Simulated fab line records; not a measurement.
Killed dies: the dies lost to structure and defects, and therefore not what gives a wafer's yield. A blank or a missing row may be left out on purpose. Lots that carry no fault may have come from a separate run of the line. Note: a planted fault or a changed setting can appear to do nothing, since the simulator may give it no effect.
fab line records	flow nandHarc
[record] lots = 24	wafers = 72	lastDay = 33
route steps=1302 shown P_ZERO_WELL@46 P_GATE@190 P_CONTACT@218 P_M0@264
lots that met no fault: from a run of the same line without faults
startH: the number of hours between the record's first day and the start of the first shown wafer of the lot	waitH: how many hours have passed since the lot's step before this one	" as in the row above	L1.1+2: a single row standing in for several wafers	- either no value or no given start	* or withheld: withheld	< > ~ a bound
route shown NAME@n: a module of which the file shows steps, and the number in the route of the first	usual: mean/standard deviation of fault-free wafers	same: alike in all rows	chamber/n: place in a boat	sites: readings site by site	_std_site: standard deviation of those values	_edge_site: mean of outer sites minus mean of inner sites	radiusMm: how far each site lies from the wafer's centre	mask NAME#n: copy n	behind: the most recent tool/chamber to have shaped the wafer	hold: the reason the lot was held/the length of the hold in hours/how it ended	device: names the non-switching transistor (n, p or np)	end of line: at the end of the route, the tests of the same wafers	for a step that has no rows: nothing shown but its recipe	killed: dies that structure and defects cost at the first sort, which is not the same as the wafer's yield	map: a wafer's dies, x killed, . not, _ none there
set.NAME: the run value of the setting; set.NAME@STEP: its run value at that earlier step	model.NAME: the simulator's own value behind a step, which no gauge read
a sample of lots followed through the steps of the route, with each step as a table and each wafer as a row
services: a tool's chamber out of use, with start hour (startH, from the record's first day; less than 0 if before it), hours out, and reason
[[steps]]
[step NHARC_P_ZERO_WELL_DESCUM_39]
[recipe] timeS = 3	o2FlowSccm = 200	arFlowSccm = 0	biasPowerW = 0	chemistry = O2
[usual] drypumpMotorCurrentA = 5.3/0.5	oesProductAu = 1.001/0.0096	rfVppV = 57.9/0.85	showerheadPlenumPTorr = 1.95/0.08	throttleValvePct = 11.312/0.0097
lot.wafer	tool	chamber	startH	waitH	drypumpMotorCurrentA	oesProductAu	rfHoursCounterH	rfVppV	showerheadPlenumPTorr	throttleValvePct
L074.6	rieDiel-05	1	25.12	-	4.7	0.987	-	58.7	1.93	11.317
L074.4	"	3	"	"	5.8	0.979	-	58.1	1.99	11.307
L074.5	"	0	"	"	4.7	0.984	-	57.3	1.77	11.306
L075.2	rieDiel-02	2	34.30	-	5.7	0.990	54	57.4	1.97	11.324
L075.3	"	1	"	"	6.1	0.987	50	55.4	1.77	11.306
L075.6	"	3	"	"	5.1	0.983	-	59.0	1.88	11.321
L076.4	rieDiel-08	2	44.93	-	5.0	1.004	3	58.6	1.98	11.310
L076.1	"	0	"	"	5.3	0.999	3	58.2	1.94	11.311
L076.5	"	3	"	"	5.9	0.996	-	56.9	1.96	11.292
L077.2	rieDiel-08	1	54.44	-	5.7	1.002	5	57.1	1.79	11.306
L077.4	"	0	"	"	5.2	1.011	5	58.4	1.94	11.316
L077.5	"	1	"	"	5.7	1.003	-	56.1	1.79	11.339
L078.4	rieDiel-05	0	64.52	-	4.6	1.000	0	59.7	2.08	11.310
L078.1	"	3	"	"	5.7	1.019	0	60.1	1.98	11.319
L078.5	"	1	"	"	4.7	1.012	-	57.0	1.93	11.311
L079.3	rieDiel-08	0	74.38	-	5.2	0.993	12	57.1	1.94	11.313
L079.2	"	1	"	"	5.7	0.996	12	57.4	1.79	11.303
L079.1	"	3	"	"	5.9	0.992	13	56.7	1.95	11.317
L080.2	rieDiel-08	0	84.39	-	5.2	0.996	15	56.4	1.94	11.317
L080.5	"	1	"	"	5.7	0.995	-	57.5	1.79	11.312
L080.6	"	2	"	"	5.0	1.011	-	58.6	1.98	11.311
L081.1	rieDiel-02	0	94.26	-	4.9	0.989	14	58.0	2.03	11.304
L081.5	"	0	"	"	4.8	0.982	-	58.7	2.02	11.305
L081.6	"	1	"	"	6.1	0.978	-	58.4	2.07	11.300
L082.4	rieDiel-05	2	104.24	-	5.9	0.998	17	58.3	1.96	11.325
L082.1	"	1	"	"	4.7	1.000	17	56.6	1.93	11.312
L082.6	"	3	"	"	5.8	1.014	-	58.0	1.98	11.301
L083.2	rieDiel-08	1	114.41	-	5.6	0.998	27	57.1	1.79	11.325
L083.3	"	2	"	"	5.0	1.017	22	58.4	1.97	11.301
L083.5	"	1	"	"	5.6	1.004	-	57.1	1.79	11.309
L084.2	rieDiel-02	3	124.40	-	5.1	1.001	27	57.2	1.87	11.313
L084.3	"	1	"	"	6.0	0.978	27	57.7	2.07	11.323
L084.6	"	0	"	"	4.9	0.996	-	58.2	2.02	11.314
L085.3	rieDiel-08	0	134.40	-	5.3	1.006	30	56.7	1.93	11.309
L085.4	"	2	"	"	5.0	1.010	28	58.2	1.97	11.296
L085.1	"	3	"	"	5.9	1.004	30	58.4	1.95	11.308
L086.3	rieDiel-05	3	144.27	-	5.7	1.016	22	57.2	1.98	11.333
L086.1	"	0	"	"	4.6	1.002	23	58.5	2.07	11.290
L086.4	"	1	"	"	4.7	1.006	25	59.0	1.92	11.318
L087.4	rieDiel-05	2	154.43	-	5.9	0.989	27	57.4	1.95	11.306
L087.5	"	0	"	"	4.7	0.993	-	59.1	2.07	11.309
L087.6	"	1	"	"	4.7	1.007	-	57.7	1.92	11.319
L088.2	rieDiel-05	0	164.46	-	4.7	0.998	29	59.4	2.07	11.321
L088.4	"	2	"	"	5.9	0.997	30	58.5	1.95	11.323
L088.5	"	3	"	"	5.8	1.012	-	60.4	1.97	11.299
L089.4	rieDiel-05	0	174.17	-	4.6	0.994	32	58.9	2.07	11.319
L089.2	"	1	"	"	4.7	1.010	33	58.5	1.92	11.302
L089.6	"	1	"	"	4.8	1.014	-	56.8	1.92	11.313
L090.1	rieDiel-08	2	184.05	-	5.0	1.014	48	58.0	1.97	11.335
L090.2	"	3	"	"	5.9	1.008	49	56.9	1.94	11.304
L090.6	"	2	"	"	5.0	1.011	-	57.8	1.97	11.317
L091.1	rieDiel-05	3	194.47	-	5.8	1.017	38	57.9	1.97	11.297
L091.2	"	0	"	"	4.7	0.983	37	57.7	2.06	11.288
L091.6	"	2	"	"	5.9	0.993	-	58.8	1.95	11.311
L092.3	rieDiel-08	0	204.29	-	5.2	0.989	0	57.3	1.92	11.301
L092.4	"	3	"	"	6.0	0.994	0	57.4	1.94	11.303
L092.5	"	1	"	"	5.7	0.996	-	57.4	1.78	11.304
L093.4	rieDiel-05	3	214.15	-	5.8	1.020	41	57.6	1.97	11.317
L093.3	"	0	"	"	4.6	1.002	40	57.8	2.06	11.304
L093.5	"	0	"	"	4.7	1.000	-	58.0	2.06	11.325
L094.2	rieDiel-05	0	224.53	-	4.7	1.012	45	58.7	2.06	11.316
L094.1	"	1	"	"	4.7	1.008	46	56.9	1.92	11.305
L094.6	"	1	"	"	4.7	1.006	-	57.6	1.92	11.309
L095.2	rieDiel-02	1	234.31	-	6.0	0.992	1	58.5	2.06	11.331
L095.6	"	2	"	"	5.7	1.007	-	57.8	1.95	11.309
L095.5	"	3	"	"	5.1	1.000	-	57.5	1.86	11.319
L096.3	rieDiel-05	1	244.39	-	4.7	1.002	1	56.2	1.92	11.315
L096.1	"	2	"	"	5.9	1.001	0	57.3	1.94	11.302
L096.6	"	0	"	"	4.7	0.997	-	58.0	2.06	11.302
L097.4	rieDiel-05	0	254.29	-	4.7	1.003	3	58.2	2.06	11.307
L097.3	"	1	"	"	4.7	1.001	3	57.7	1.91	11.309
L097.6	"	2	"	"	5.9	1.008	-	56.5	1.94	11.315
[step NHARC_P_GATE_STRIP_76]
[recipe] powerW = 1500	tempC = 250	chemistry = O2
[usual] drypumpMotorCurrentA = 5.5/0.57	heaterPowerW = 328/23
lot.wafer	tool	chamber	startH	waitH	drypumpMotorCurrentA	heaterPowerW	rfHoursCounterH
L074.4	plasmaAsher-02	0	118.39	0.2	5.0	322	-
L074.5	"	0	"	"	5.0	320	-
L074.6	"	1	"	"	5.1	344	-
L075.2	plasmaAsher-02	1	124.97	0.2	5.1	349	7
L075.3	"	1	"	"	5.1	350	-
L075.6	"	0	"	"	4.9	321	-
L076.1	plasmaAsher-02	1	127.05	0.2	5.1	343	8
L076.4	"	0	"	"	4.9	311	-
L076.5	"	0	"	"	4.9	311	-
L077.2	plasmaAsher-02	0	138.45	0.2	4.9	317	11
L077.4	"	1	"	"	5.2	347	-
L077.5	"	0	"	"	4.9	318	-
L078.1	plasmaAsher-02	0	152.62	0.2	5.0	314	14
L078.4	"	1	"	"	5.1	345	-
L078.5	"	0	"	"	4.9	315	-
L079.1	plasmaAsher-01	1	158.21	0.2	6.3	304	36
L079.2	"	0	"	"	6.0	355	36
L079.3	"	1	"	"	6.3	304	-
L080.2	plasmaAsher-02	1	172.02	0.2	5.0	346	19
L080.5	"	1	"	"	5.1	341	-
L080.6	"	0	"	"	5.0	320	-
L081.1	plasmaAsher-02	1	180.84	0.2	5.1	339	22
L081.5	"	1	"	"	5.1	346	-
L081.6	"	0	"	"	4.9	322	-
L082.1	plasmaAsher-01	1	188.90	0.2	6.2	300	4
L082.4	"	1	"	"	6.3	308	-
L082.6	"	0	"	"	6.0	354	-
L083.2	plasmaAsher-02	0	203.17	0.2	4.9	316	26
L083.3	"	1	"	"	5.0	357	-
L083.5	"	1	"	"	5.1	345	-
L084.2	plasmaAsher-02	0	215.79	0.2	5.0	312	27
L084.3	"	0	"	"	5.0	318	-
L084.6	"	0	"	"	4.9	309	-
L085.1	plasmaAsher-01	0	221.31	0.2	6.0	354	9
L085.3	"	1	"	"	6.2	305	-
L085.4	"	0	"	"	6.1	345	-
L086.1	plasmaAsher-01	0	227.50	0.2	6.0	354	10
L086.3	"	1	"	"	6.3	306	-
L086.4	"	0	"	"	6.0	349	-
L087.4	plasmaAsher-01	0	237.32	0.2	6.0	349	-
L087.5	"	0	"	"	6.0	351	-
L087.6	"	1	"	"	6.2	295	-
L088.2	plasmaAsher-01	1	263.11	0.2	6.3	305	17
L088.4	"	1	"	"	6.3	300	-
L088.5	"	1	"	"	6.3	307	-
L090.2	plasmaAsher-01	1	270.66	0.2	6.3	294	20
L090.1	"	0	"	"	6.1	350	20
L090.6	"	0	"	"	6.1	351	-
L089.2	plasmaAsher-02	0	271.39	0.2	5.0	302	4
L089.4	"	1	"	"	5.1	347	-
L089.6	"	0	"	"	4.9	293	-
L091.2	plasmaAsher-01	1	282.91	0.2	6.2	303	23
L091.1	"	0	"	"	6.1	343	23
L091.6	"	0	"	"	6.1	356	-
L092.3	plasmaAsher-01	1	300.62	0.2	6.2	300	-
L092.4	"	0	"	"	6.1	352	-
L092.5	"	1	"	"	6.3	299	-
L094.2	plasmaAsher-02	0	307.41	0.2	4.9	295	11
L094.1	"	1	"	"	5.1	346	11
L094.6	"	0	"	"	4.9	291	-
L093.3	plasmaAsher-01	0	307.81	0.2	6.1	347	-
L093.4	"	1	"	"	6.2	298	-
L093.5	"	1	"	"	6.2	302	-
L095.2	plasmaAsher-02	1	319.00	0.2	5.1	348	13
L095.5	"	1	"	"	5.1	340	-
L095.6	"	0	"	"	4.9	289	-
L096.1	plasmaAsher-01	0	330.45	0.2	6.0	355	32
L096.3	"	1	"	"	6.3	302	-
L096.6	"	0	"	"	6.0	354	-
L097.3	plasmaAsher-02	0	338.97	0.2	4.9	285	-
L097.4	"	1	"	"	5.1	349	-
L097.6	"	0	"	"	4.9	287	-
[step NHARC_P_GATE_STRIP_113]
[recipe] powerW = 1500	tempC = 110	timeS = 740	chemistry = N2/H2
[usual] drypumpMotorCurrentA = 5.6/0.57	heaterPowerW = 88/6.4
lot.wafer	tool	chamber	startH	waitH	drypumpMotorCurrentA	heaterPowerW	rfHoursCounterH
L074.4	plasmaAsher-01	1	119.94	0.3	6.3	82	-
L074.5	"	1	"	"	6.2	83	-
L074.6	"	0	"	"	6.1	96	-
L075.2	plasmaAsher-01	0	126.41	0.3	6.0	96	27
L075.3	"	0	"	"	6.0	96	-
L075.6	"	1	"	"	6.3	80	-
L076.1	plasmaAsher-02	0	128.50	0.2	4.9	84	8
L076.4	"	1	"	"	5.2	94	-
L076.5	"	0	"	"	5.0	85	-
L077.2	plasmaAsher-01	1	140.00	0.3	6.2	80	31
L077.4	"	0	"	"	6.0	98	-
L077.5	"	1	"	"	6.2	82	-
L078.1	plasmaAsher-01	0	153.94	0.2	6.1	95	34
L078.4	"	1	"	"	6.3	83	-
L078.5	"	1	"	"	6.3	83	-
L079.2	plasmaAsher-02	0	159.68	0.2	4.9	86	16
L079.1	"	1	"	"	5.1	91	16
L079.3	"	1	"	"	5.1	92	-
L080.2	plasmaAsher-02	1	173.46	0.3	5.1	92	19
L080.6	"	0	"	"	4.9	85	-
L080.5	"	1	"	"	5.1	91	-
L081.1	plasmaAsher-01	0	182.30	0.3	6.1	93	2
L081.5	"	1	"	"	6.3	81	-
L081.6	"	0	"	"	6.0	94	-
L082.1	plasmaAsher-02	1	190.49	0.3	5.1	93	23
L082.4	"	0	"	"	5.0	87	-
L082.6	"	1	"	"	5.1	93	-
L083.2	plasmaAsher-02	0	204.64	0.3	5.0	85	26
L083.3	"	1	"	"	5.0	90	-
L083.5	"	1	"	"	5.0	94	-
L084.2	plasmaAsher-02	0	217.25	0.3	4.9	86	27
L084.3	"	1	"	"	5.0	95	-
L084.6	"	1	"	"	5.0	93	-
L085.1	plasmaAsher-01	1	222.86	0.3	6.2	82	9
L085.4	"	0	"	"	6.0	94	-
L085.3	"	1	"	"	6.2	80	-
L086.1	plasmaAsher-01	0	229.06	0.3	6.0	92	11
L086.4	"	1	"	"	6.3	81	-
L086.3	"	0	"	"	6.1	93	-
L087.4	plasmaAsher-02	0	238.97	0.5	4.9	84	-
L087.5	"	1	"	"	5.1	93	-
L087.6	"	0	"	"	4.9	85	-
L088.2	plasmaAsher-02	1	264.68	0.3	5.0	90	1
L088.4	"	0	"	"	4.9	78	-
L088.5	"	1	"	"	5.1	93	-
L090.1	plasmaAsher-02	0	272.14	0.2	4.9	77	4
L090.2	"	1	"	"	5.1	94	4
L090.6	"	1	"	"	5.1	93	-
L089.2	plasmaAsher-01	1	272.96	0.3	6.3	80	21
L089.4	"	1	"	"	6.3	80	-
L089.6	"	0	"	"	6.0	92	-
L091.2	plasmaAsher-01	1	284.23	0.2	6.2	82	23
L091.1	"	0	"	"	6.0	92	23
L091.6	"	1	"	"	6.3	79	-
L092.4	plasmaAsher-02	1	302.31	0.3	5.1	92	-
L092.3	"	0	"	"	5.0	78	-
L092.5	"	1	"	"	5.1	92	-
L094.1	plasmaAsher-02	1	308.88	0.2	5.1	92	11
L094.2	"	0	"	"	4.9	78	11
L094.6	"	0	"	"	5.0	77	-
L093.3	plasmaAsher-01	0	309.48	0.4	6.0	95	-
L093.4	"	1	"	"	6.2	80	-
L093.5	"	1	"	"	6.3	81	-
L095.2	plasmaAsher-01	0	320.45	0.2	6.0	93	29
L095.6	"	0	"	"	6.1	95	-
L095.5	"	1	"	"	6.2	81	-
L096.1	plasmaAsher-01	1	331.78	0.2	6.3	80	32
L096.3	"	1	"	"	6.3	81	-
L096.6	"	0	"	"	6.0	95	-
L097.4	plasmaAsher-02	1	340.62	0.3	5.1	94	-
L097.3	"	0	"	"	5.0	78	-
L097.6	"	0	"	"	4.9	77	-
[step NHARC_P_CONTACT_DEP_00]
[recipe] targetThkA = 5000	tempC = 400	pressureTorr = 6.5	rfW = 900	teosFlowSccm = 161.4	flowSccm = 2650	targetThkNm = 500	gas = O2	material = SiO2
[usual] chamberPressureTorr = 6.502/0.014	heaterPowerW = 526/89	throttleValvePct = 15.8/0.74
lot.wafer	tool	chamber	startH	waitH	chamberPressureTorr	heaterPowerW	throttleValvePct
L074.6	pecvd-03	1	-	-	6.509	482	16.4
L074.5	"	2	"	"	6.499	485	15.5
L074.4	"	0	"	"	6.469	481	16.3
L075.3	pecvd-02	2	-	-	6.490	600	16.2
L075.2	"	1	"	"	6.508	561	14.5
L075.6	"	1	"	"	6.505	570	14.5
L076.1	pecvd-03	0	-	-	6.485	570	16.3
L076.5	"	0	"	"	6.507	595	16.4
L076.4	"	1	"	"	6.491	546	16.8
L077.2	pecvd-03	2	-	-	6.515	395	15.9
L077.4	"	0	"	"	6.499	637	16.2
L077.5	"	1	"	"	6.487	478	16.8
L078.1	pecvd-02	2	156.92	0.3	6.511	579	16.3
L078.4	"	2	"	"	6.502	584	16.2
L078.5	"	2	"	"	6.498	469	16.1
L079.2	pecvd-03	0	-	-	6.512	614	16.5
L079.1	"	1	"	"	6.511	515	16.9
L079.3	"	2	"	"	6.526	441	15.6
L080.2	pecvd-03	2	-	-	6.505	498	16.1
L080.6	"	0	"	"	6.507	525	16.3
L080.5	"	1	"	"	6.494	537	16.9
L081.1	pecvd-03	1	-	-	6.509	468	17.0
L081.5	"	1	"	"	6.527	513	16.7
L081.6	"	2	"	"	6.507	432	15.8
L082.1	pecvd-04	1	-	-	6.512	673	16.1
L082.4	"	1	"	"	6.513	696	16.2
L082.6	"	2	"	"	6.512	570	15.7
L083.3	pecvd-04	1	-	-	6.494	584	15.9
L083.2	"	2	"	"	6.508	525	15.7
L083.5	"	0	"	"	6.516	599	14.0
L084.2	pecvd-02	1	-	-	6.502	563	14.6
L084.3	"	0	"	"	6.514	472	16.1
L084.6	"	2	"	"	6.485	467	16.3
L085.1	pecvd-02	1	-	-	6.492	537	14.6
L085.3	"	2	"	"	6.506	600	16.4
L085.4	"	2	"	"	6.492	468	16.3
L086.3	pecvd-04	0	-	-	6.492	596	14.5
L086.1	"	2	"	"	6.490	517	15.7
L086.4	"	0	"	"	6.496	619	14.3
L087.6	pecvd-04	2	-	-	6.487	626	15.6
L087.4	"	0	"	"	6.478	569	14.4
L087.5	"	1	"	"	6.494	653	16.0
L088.2	pecvd-03	0	-	-	6.499	457	16.4
L088.5	"	0	"	"	6.490	488	16.5
L088.4	"	1	"	"	6.495	463	15.9
L090.2	pecvd-03	2	-	-	6.506	423	15.0
L090.1	"	0	"	"	6.517	524	16.3
L090.6	"	2	"	"	6.519	438	14.8
L089.2	pecvd-02	0	276.06	0.3	6.506	359	16.7
L089.4	"	0	"	"	6.486	392	16.8
L089.6	"	0	"	"	6.521	413	16.5
L091.2	pecvd-04	1	-	-	6.520	706	15.8
L091.1	"	2	"	"	6.514	568	15.6
L091.6	"	1	"	"	6.533	745	15.9
L092.3	pecvd-04	0	-	-	6.529	640	15.0
L092.5	"	2	"	"	6.485	487	16.0
L092.4	"	1	"	"	6.486	605	15.8
L094.1	pecvd-04	1	-	-	6.510	771	16.0
L094.2	"	2	"	"	6.508	588	15.7
L094.6	"	0	"	"	6.507	637	14.8
L093.3	pecvd-02	0	-	-	6.495	409	16.7
L093.4	"	0	"	"	6.492	411	16.4
L093.5	"	1	"	"	6.473	573	14.7
L095.2	pecvd-03	2	-	-	6.485	380	14.8
L095.6	"	2	"	"	6.495	428	14.9
L095.5	"	1	"	"	6.497	466	16.4
L096.3	pecvd-02	1	-	-	6.516	574	14.6
L096.1	"	2	"	"	6.506	599	16.3
L096.6	"	2	"	"	6.499	600	16.1
L097.3	pecvd-03	1	-	-	6.484	496	16.2
L097.6	"	2	"	"	6.465	415	15.0
L097.4	"	0	"	"	6.533	489	16.7
[step NHARC_P_CONTACT_OVL_MEAS_13]
[usual] overlayXNm = 0.0/0.82	overlayYNm = -0.1/0.78
lot.wafer	tool	chamber	startH	waitH	overlayXNm	overlayYNm
L074.4	overlay-01	-	123.93	-	0.8	-0.7
L074.5	"	-	"	"	0.9	-0.4
L074.6	"	-	"	"	0.6	-0.9
L075.2	overlay-01	-	130.53	-	-0.3	1.2
L075.3	"	-	"	"	0.0	1.6
L075.6	"	-	"	"	-0.1	1.4
L076.1	overlay-01	-	132.61	-	-1.1	-0.2
L076.4	"	-	"	"	-0.4	0.1
L076.5	"	-	"	"	-0.6	0.0
L077.2	overlay-02	-	144.10	-	0.6	1.5
L077.4	"	-	"	"	1.4	1.2
L077.5	"	-	"	"	1.4	0.8
L078.1	overlay-01	-	158.45	-	-1.3	-0.5
L078.4	"	-	"	"	-1.5	-0.2
L078.5	"	-	"	"	-0.5	-0.4
L079.1	overlay-01	-	163.89	-	-1.4	-0.3
L079.2	"	-	"	"	-0.9	-0.8
L079.3	"	-	"	"	-0.6	-0.3
L080.2	overlay-02	-	177.74	-	1.0	0.1
L080.5	"	-	"	"	1.2	0.6
L080.6	"	-	"	"	0.5	-0.2
L081.1	overlay-02	-	186.42	-	0.6	-0.6
L081.5	"	-	"	"	0.4	-0.5
L081.6	"	-	"	"	0.7	-0.4
L082.1	overlay-01	-	194.83	-	-0.2	1.0
L082.4	"	-	"	"	-1.3	1.3
L082.6	"	-	"	"	-1.1	0.8
L083.2	overlay-01	-	209.16	-	0.2	-0.3
L083.3	"	-	"	"	-0.1	-0.3
L083.5	"	-	"	"	0.2	-0.3
L084.2	overlay-01	-	221.36	-	-0.1	-0.9
L084.3	"	-	"	"	0.1	-1.1
L084.6	"	-	"	"	-0.2	-1.2
L085.1	overlay-01	-	226.87	-	0.0	0.8
L085.3	"	-	"	"	0.1	1.1
L085.4	"	-	"	"	0.1	0.8
L086.1	overlay-01	-	233.04	-	0.6	-0.3
L086.3	"	-	"	"	1.1	0.0
L086.4	"	-	"	"	0.9	0.1
L087.4	overlay-02	-	242.86	-	-1.3	-0.5
L087.5	"	-	"	"	-1.1	-0.8
L087.6	"	-	"	"	-1.2	-0.9
L088.2	overlay-01	-	268.79	-	0.3	0.2
L088.4	"	-	"	"	0.3	0.2
L088.5	"	-	"	"	-0.2	0.2
L090.1	overlay-02	-	276.26	-	-0.7	0.6
L090.2	"	-	"	"	-0.3	0.9
L090.6	"	-	"	"	-0.1	0.5
L089.2	overlay-01	-	277.40	-	1.3	0.1
L089.4	"	-	"	"	1.1	0.6
L089.6	"	-	"	"	0.7	0.2
L091.1	overlay-01	-	288.33	-	-0.8	-0.6
L091.2	"	-	"	"	-0.6	-0.3
L091.6	"	-	"	"	-0.7	-0.8
L092.3	overlay-01	-	306.18	-	0.1	-0.3
L092.4	"	-	"	"	0.9	0.3
L092.5	"	-	"	"	0.4	0.3
L094.1	overlay-01	-	313.23	-	0.0	-0.8
L094.2	"	-	"	"	-0.7	-0.7
L094.6	"	-	"	"	-0.2	-1.5
L093.3	overlay-02	-	313.47	-	-0.8	-0.6
L093.4	"	-	"	"	-0.8	-0.8
L093.5	"	-	"	"	-1.3	-1.2
L095.2	overlay-01	-	324.67	-	0.7	-0.7
L095.5	"	-	"	"	0.2	-0.9
L095.6	"	-	"	"	0.4	-1.2
L096.1	overlay-01	-	335.88	-	1.1	-0.7
L096.3	"	-	"	"	1.1	-0.8
L096.6	"	-	"	"	1.8	-1.3
L097.3	overlay-02	-	344.52	-	-0.2	0.3
L097.4	"	-	"	"	-0.3	0.2
L097.6	"	-	"	"	-0.3	0.4
[step NHARC_P_M0_OVL_MEAS_10]
[recipe] pitchNm = 180
[usual] overlayXNm = -0.2/0.75	overlayYNm = 0.4/0.76
lot.wafer	tool	chamber	startH	waitH	overlayXNm	overlayYNm
L074.4	overlay-01	-	128.08	-	0.9	0.2
L074.5	"	-	"	"	0.6	0.7
L074.6	"	-	"	"	0.4	0.6
L075.2	overlay-02	-	134.85	-	1.3	0.4
L075.3	"	-	"	"	0.6	-0.1
L075.6	"	-	"	"	1.0	0.2
L076.1	overlay-01	-	136.96	-	-1.0	1.1
L076.4	"	-	"	"	-1.1	0.7
L076.5	"	-	"	"	-0.7	1.1
L077.2	overlay-01	-	148.44	-	0.5	0.5
L077.4	"	-	"	"	1.0	0.2
L077.5	"	-	"	"	0.2	0.2
L078.1	overlay-01	-	162.65	-	0.3	-0.3
L078.4	"	-	"	"	0.5	-0.3
L078.5	"	-	"	"	0.4	0.1
L079.1	overlay-02	-	169.05	-	-0.7	0.3
L079.2	"	-	"	"	-1.4	0.4
L079.3	"	-	"	"	-1.4	0.3
L080.2	overlay-02	-	181.99	-	-1.1	0.8
L080.5	"	-	"	"	-1.0	0.1
L080.6	"	-	"	"	-0.4	0.5
L081.1	overlay-02	-	190.99	-	0.0	-0.3
L081.5	"	-	"	"	-0.5	-0.2
L081.6	"	-	"	"	0.3	-0.1
L082.1	overlay-01	-	198.91	-	0.0	0.2
L082.4	"	-	"	"	-0.6	0.1
L082.6	"	-	"	"	-0.5	0.3
L083.2	overlay-02	-	213.33	-	-0.9	-0.2
L083.3	"	-	"	"	-0.7	-0.1
L083.5	"	-	"	"	-1.1	-0.3
L084.2	overlay-02	-	225.81	-	-0.1	1.7
L084.3	"	-	"	"	0.4	1.1
L084.6	"	-	"	"	0.9	1.2
L085.1	overlay-02	-	231.21	-	0.7	0.1
L085.3	"	-	"	"	0.7	-0.3
L085.4	"	-	"	"	1.2	-0.1
L086.1	overlay-01	-	237.21	-	-0.9	0.3
L086.3	"	-	"	"	-0.4	-0.3
L086.4	"	-	"	"	-0.7	-0.4
L087.4	overlay-02	-	248.21	-	0.1	-0.2
L087.5	"	-	"	"	-0.1	-1.1
L087.6	"	-	"	"	0.1	-1.3
L088.2	overlay-02	-	273.31	-	-0.7	2.3
L088.4	"	-	"	"	-0.3	1.8
L088.5	"	-	"	"	-0.4	2.4
L090.1	overlay-01	-	280.43	-	-1.4	0.8
L090.2	"	-	"	"	-1.5	0.6
L090.6	"	-	"	"	-1.3	0.9
L089.2	overlay-01	-	281.90	-	1.0	1.2
L089.4	"	-	"	"	1.2	1.8
L089.6	"	-	"	"	1.0	1.8
L091.1	overlay-01	-	292.37	-	-0.1	1.2
L091.2	"	-	"	"	-0.6	0.8
L091.6	"	-	"	"	0.1	0.8
L092.3	overlay-02	-	310.35	-	-0.8	-0.4
L092.4	"	-	"	"	-0.7	0.1
L092.5	"	-	"	"	-0.9	0.0
L094.1	overlay-01	-	317.43	-	-0.7	0.6
L094.2	"	-	"	"	-0.7	0.5
L094.6	"	-	"	"	-0.6	0.5
L093.3	overlay-02	-	317.69	-	-0.9	1.3
L093.4	"	-	"	"	-0.6	1.0
L093.5	"	-	"	"	-0.6	1.5
L095.2	overlay-02	-	328.98	-	1.1	0.2
L095.5	"	-	"	"	1.1	0.1
L095.6	"	-	"	"	0.8	0.8
L096.1	overlay-02	-	339.92	-	-0.7	0.1
L096.3	"	-	"	"	-0.1	-0.2
L096.6	"	-	"	"	-0.1	-0.5
L097.3	overlay-01	-	348.68	-	0.6	-0.4
L097.4	"	-	"	"	1.1	-0.7
L097.6	"	-	"	"	0.3	-0.7
[[services]]
tool	chamber	startH	hours	kind
pecvd-03	-	4.00	13.0	pm
rieDiel-08	1	14.15	7.7	repair
rieDiel-08	-	16.25	9.0	pm
rieDiel-05	2	17.93	13.4	repair
rieDiel-05	-	54.97	9.0	pm
plasmaAsher-02	-	72.00	9.0	pm
rieDiel-08	2	73.64	6.8	repair
pecvd-03	0	97.84	3.6	repair
pecvd-03	-	105.64	3.0	repair
plasmaAsher-01	-	165.00	9.0	pm
pecvd-03	-	171.76	1.4	repair
rieDiel-08	-	175.68	0.3	repair
pecvd-03	-	185.29	13.0	pm
rieDiel-08	1	187.16	15.6	repair
rieDiel-08	-	193.25	9.0	pm
plasmaAsher-02	-	210.77	0.9	repair
rieDiel-08	1	217.85	18.7	repair
rieDiel-05	-	232.06	9.0	pm
pecvd-03	-	234.61	2.6	repair
plasmaAsher-02	-	249.00	9.0	pm
pecvd-03	-	275.42	0.3	repair
plasmaAsher-02	-	278.78	1.4	repair
rieDiel-05	2	324.99	19.8	repair
plasmaAsher-01	-	342.00	9.0	pm
[[key]]
fault none
